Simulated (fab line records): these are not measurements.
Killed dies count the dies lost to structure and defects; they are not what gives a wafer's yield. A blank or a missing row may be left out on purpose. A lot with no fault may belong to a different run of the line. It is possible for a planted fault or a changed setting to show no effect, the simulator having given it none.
The tool behind it: which one?	flow n5-finfet	72 wafers from 24 lots sampled at 2 of the route's 1938 steps

WHAT THE GAUGES READ, wafer by wafer
N5_BEOL_M0_SAQP_OVL_MEAS_41.
lot	measured	on	M0_CUT1_OVL (nm)
L074	day 5 15:46	overlay-01	0.2 0.2 1.6
L075	day 6 03:09	overlay-02	1.2 0.8 0.6
L076	day 6 08:14	overlay-01	-0.4 0.2 0.5
L077	day 6 12:08	overlay-01	0.3 0.0 0.0
L078	day 6 18:38	overlay-01	0.7 0.8 0.2
L079	day 6 20:50	overlay-02	0.7 0.5 -0.2
L080	day 7 07:44	overlay-02	0.5 -0.2 0.7
L081	day 7 10:39	overlay-02	-0.4 -1.3 -1.1
L082	day 7 18:08	overlay-02	-1.2 -0.5 -0.6
L084	day 8 02:49	overlay-01	0.9 0.1 0.0
L083	day 8 05:01	overlay-02	-1.4 1.1 0.2
L085	day 8 11:20	overlay-02	-0.3 -0.2 0.8
L086	day 8 15:58	overlay-01	0.4 -0.3 0.0
L087	day 8 19:44	overlay-02	1.4 0.5 1.1
L088	day 9 01:55	overlay-02	1.0 -0.6 -0.1
L089	day 9 11:14	overlay-01	-1.0 0.0 -0.1
L090	day 9 14:19	overlay-01	1.1 0.9 1.1
L091	day 9 20:31	overlay-02	0.1 0.4 0.0
L092	day 10 08:05	overlay-01	-0.9 -0.5 0.1
L093	day 10 12:07	overlay-01	-0.7 -0.6 -0.8
L094	day 10 15:47	overlay-01	1.0 0.9 1.0
L095	day 10 23:23	overlay-01	0.4 0.1 0.4
L096	day 11 03:54	overlay-01	0.0 -0.6 0.7
L097	day 11 08:20	overlay-02	0.0 0.8 0.9

N5_BEOL_M0_SAQP_INSPECT_42: inspects for defects (brightfield).
lot	measured	on	raw-defect-count
L074	day 5 15:49	defect-inspect-02	377 631 325
L075	day 6 03:13	defect-inspect-02	269 299 297
L076	day 6 08:17	defect-inspect-01	400 275 293
L077	day 6 12:11	defect-inspect-02	339 247 235
L078	day 6 18:41	defect-inspect-02	293 357 208
L079	day 6 20:53	defect-inspect-01	380 456 447
L080	day 7 07:47	defect-inspect-01	239 394 241
L081	day 7 10:43	defect-inspect-01	247 376 178
L082	day 7 18:11	defect-inspect-01	258 307 311
L084	day 8 02:52	defect-inspect-02	276 294 362
L083	day 8 05:04	defect-inspect-01	292 598 373
L085	day 8 11:23	defect-inspect-02	181 257 287
L086	day 8 16:01	defect-inspect-02	478 324 472
L087	day 8 19:48	defect-inspect-02	327 197 359
L088	day 9 01:59	defect-inspect-02	214 259 212
L089	day 9 11:17	defect-inspect-01	344 210 403
L090	day 9 14:23	defect-inspect-01	277 220 184
L091	day 9 20:34	defect-inspect-01	169 273 297
L092	day 10 08:07	defect-inspect-01	386 353 296
L093	day 10 12:10	defect-inspect-02	274 204 335
L094	day 10 15:50	defect-inspect-02	159 214 298
L095	day 10 23:26	defect-inspect-02	179 325 266
L096	day 11 03:58	defect-inspect-01	335 340 233
L097	day 11 08:24	defect-inspect-01	247 263 403

TOOL THAT RAN EACH LOT (tool first, then ch and the chambers of the sampled wafers, then the start)
The record shows no process step preceding these readings.

WHAT THE TOOLS THEMSELVES READ (means of the sampled wafers that have a number; where no wafer has one, the mark that the record gives instead)
The record holds no such reading with a usual standard deviation.

THE ANSWER, worked out from the rows above alone
Rule: the lots themselves supply what counts as usual. The widest of any qualifying gaps counts: lots, ordered by their means at a reading, are off when they make up no more than a third of the lots, leave a main group of 4 or more, and stand apart from it by 3 or more times the standard deviation of that group's means. The tables above print the reading to a certain number of digits; a main group whose means all agree to those digits is not used. A lot without any number at a reading at which 4 lots or more have one is off too. The other lots that the step has rows for count as sound. The gauges are gone through in route order, then the tools' own readings, and for those a lot's mean is taken as printed above. At the first step where some lot is off, the reading lying furthest off is the one used; lots without a number count as furthest.
None of the lots is off at any reading shown; this tells nothing.

WHAT THE SIMULATOR HAD INSERTED
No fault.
